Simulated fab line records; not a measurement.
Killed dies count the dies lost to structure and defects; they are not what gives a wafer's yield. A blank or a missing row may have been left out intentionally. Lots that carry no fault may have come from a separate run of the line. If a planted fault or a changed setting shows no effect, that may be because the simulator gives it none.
Commonality check across tools + flow nandHarc + Lots sampled 2, wafers sampled 6

== REASON IT WAS OPENED ==
On 2 of the 2 lots, a flag is raised at NHARC_END_SORT_01 on the reading killedAtArray. Wafers without a fault read 30, standard deviation 10.
Rule: a lot gets a flag if all its wafers with a number sit over 4 standard deviations from that mean, or if no wafer of it has a number. All remaining lots are regarded as sound.

| lot  | measured     | on        | killedAtArray, wafer by wafer | flag    |
|------|--------------|-----------|-------------------------------|---------|
| L861 | day 24 08:30 | prober-02 | 130 123 85                    | FLAGGED |
| L864 | day 24 14:22 | prober-01 | 92 101 136                    | FLAGGED |
The numbers of the flagged lots are 111 on average: +81 against the usual, or +8 standard deviations.

== TOOL THAT RAN EACH LOT ==
Before the reading, the record contains 3 process steps out of a 1159-step route. Cell contents, in order: the tool; ch with the chambers the sampled wafers went through; the start.
| lot  | flag    | NHARC_A_CHANNEL_FILL_D1_ETCHBACK_19 | NHARC_A_BONDPAD_ETCH_12                      | NHARC_THIN_TSV_STRIP_62             |
|------|---------|-------------------------------------|----------------------------------------------|-------------------------------------|
| L861 | FLAGGED | rieSi-06 ch 0,2,3, day 13 20:53     | rieDiel-06 ch 0,3, day 23 12:14 or earlier   | plasmaAsher-01 ch 0,1, day 23 12:14 |
| L864 | FLAGGED | rieSi-06 ch 0,1,3, day 14 15:38     | rieDiel-07 ch 1,2,3, day 23 20:33 or earlier | plasmaAsher-01 ch 0,1, day 23 20:33 |
What these steps do:
- NHARC_A_CHANNEL_FILL_D1_ETCHBACK_19: etches the open film in HBr/Cl2, target depth 5 nm, time 1.7 s.
- NHARC_A_BONDPAD_ETCH_12: etches the open film in CHF3/O2, target depth 220 nm, time 110 s.
- NHARC_THIN_TSV_STRIP_62: strips in N2/H2, time 20 s.
- NHARC_END_SORT_01

== FLAGGED OVER TOTAL, TOOL BY TOOL (the gauges that took the reading come last) ==
| step                                | tool           | lots run | flagged | share of the flagged lots | sound lots run after its first flagged lot |
|-------------------------------------|----------------|----------|---------|---------------------------|--------------------------------------------|
| NHARC_A_CHANNEL_FILL_D1_ETCHBACK_19 | rieSi-06       | 2        | 2       | all                       | 0                                          |
| NHARC_A_BONDPAD_ETCH_12             | rieDiel-06     | 1        | 1       | some                      | 0                                          |
| NHARC_A_BONDPAD_ETCH_12             | rieDiel-07     | 1        | 1       | some                      | 0                                          |
| NHARC_THIN_TSV_STRIP_62             | plasmaAsher-01 | 2        | 2       | all                       | 0                                          |
| NHARC_END_SORT_01                   | prober-01      | 1        | 1       | some                      | 0                                          |
| NHARC_END_SORT_01                   | prober-02      | 1        | 1       | some                      | 0                                          |
Because NHARC_A_BONDPAD_ETCH_12 lacks a start for some lots, the hours and order of its lots are taken from NHARC_THIN_TSV_STRIP_62.

== WHAT THE TABLE ALLOWS ==
In 2 table rows, all flagged lots were run: rieSi-06 (NHARC_A_CHANNEL_FILL_D1_ETCHBACK_19), plasmaAsher-01 (NHARC_THIN_TSV_STRIP_62).
- rieSi-06 at NHARC_A_CHANNEL_FILL_D1_ETCHBACK_19: 2 of its 2 lots flagged. Because this sample shows no sound lot run on it before its first flagged lot, the start cannot be pinned down more closely.
- plasmaAsher-01 at NHARC_THIN_TSV_STRIP_62: 2 of its 2 lots flagged. Because this sample shows no sound lot run on it before its first flagged lot, the start cannot be pinned down more closely.
A lot count leaves these 2 tools indistinguishable: every one of them fits a fault beginning at some hour. More lots, or a look at what each step does to the wafer, might.

== WHAT THE SIMULATOR PUT IN ==
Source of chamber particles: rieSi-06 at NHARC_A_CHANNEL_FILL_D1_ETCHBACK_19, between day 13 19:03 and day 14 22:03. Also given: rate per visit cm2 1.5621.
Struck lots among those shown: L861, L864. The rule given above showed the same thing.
